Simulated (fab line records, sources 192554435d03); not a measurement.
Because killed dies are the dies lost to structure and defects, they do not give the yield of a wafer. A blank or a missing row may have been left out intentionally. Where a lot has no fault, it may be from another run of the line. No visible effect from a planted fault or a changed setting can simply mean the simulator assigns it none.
Which tool is to blame? ; flow n5-finfet ; Sampling: 6 lots, 16 wafers, 3 of 1938 route steps

WHAT THE GAUGES READ, wafer by wafer
N5_PASSIVATION_CD_MEAS_30: target cd 4000 nm.
lot;measured;on;cd-nm (nm)
L329;day 13 01:13;cd-sem-02;4001.0 3998.1
L333;day 13 05:40;cd-sem-01;3996.1 4000.9
L334;day 14 03:57;cd-sem-02;3999.7 3994.8 4000.5
L336;day 14 18:17;cd-sem-02;4035.2 4001.5 4036.9
L347;day 17 18:15;cd-sem-01;4001.3 4000.8 3999.7
L349;day 18 05:53;cd-sem-02;3999.8 4005.3 3999.8

WHAT TOOL EACH LOT RAN ON (gives the tool, then ch and the chambers of the sampled wafers, and finally the start)
lot;N5_MIM_BOT_LITHO_DESCUM_10;N5_PASSIVATION_EXPOSE_27
L329;rie-diel-04 ch 1,3, day 12 20:03;krf-scanner-02 ch 0, day 13 01:02
L333;rie-diel-04 ch 0,3, day 13 02:38;krf-scanner-02 ch 0, day 13 05:29
L334;rie-diel-04 ch 0,2,3, day 13 23:16;krf-scanner-02 ch 0, day 14 03:47
L336;rie-diel-06 ch 1,2,3, day 14 12:40;krf-scanner-02 ch 0, day 14 18:07
L347;rie-diel-06 ch 0,1,2, day 17 12:20;krf-scanner-01 ch 0, day 17 18:05
L349;rie-diel-06 ch 1,2,3, day 18 02:26;krf-scanner-02 ch 0, day 18 05:43
- N5_MIM_BOT_LITHO_DESCUM_10: chemistry O2, time 7.9 s.
- N5_PASSIVATION_EXPOSE_27: exposes mask PAD, defocus 0 nm.

THE ANSWER, worked out from the rows above alone
Rule: the usual values come from the lots themselves. The widest of any qualifying gaps counts: lots, ordered by their means at a reading, are off when they make up no more than a third of the lots, leave a main group of 4 or more, and stand apart from it by 3 or more times the standard deviation of that group's means. A main group whose means are all the same, to the digits that the tables above print for the reading, isn't used. A lot without any number at a reading at which 4 lots or more have one is off too. All remaining lots with rows at the step are treated as sound.
Off: L336 (N5_PASSIVATION_CD_MEAS_30, cd-nm). For the main group the mean is 3999.7 nm and the standard deviation 1.3.
If a tool, at a process step before that reading, ran all the lots that are off and no sound lot after the first of them, it fits. Gauges at N5_PASSIVATION_CD_MEAS_30: tried the same way as those tools. Not one of the candidates tried fits.

WHAT THE SIMULATOR HAD PUT IN
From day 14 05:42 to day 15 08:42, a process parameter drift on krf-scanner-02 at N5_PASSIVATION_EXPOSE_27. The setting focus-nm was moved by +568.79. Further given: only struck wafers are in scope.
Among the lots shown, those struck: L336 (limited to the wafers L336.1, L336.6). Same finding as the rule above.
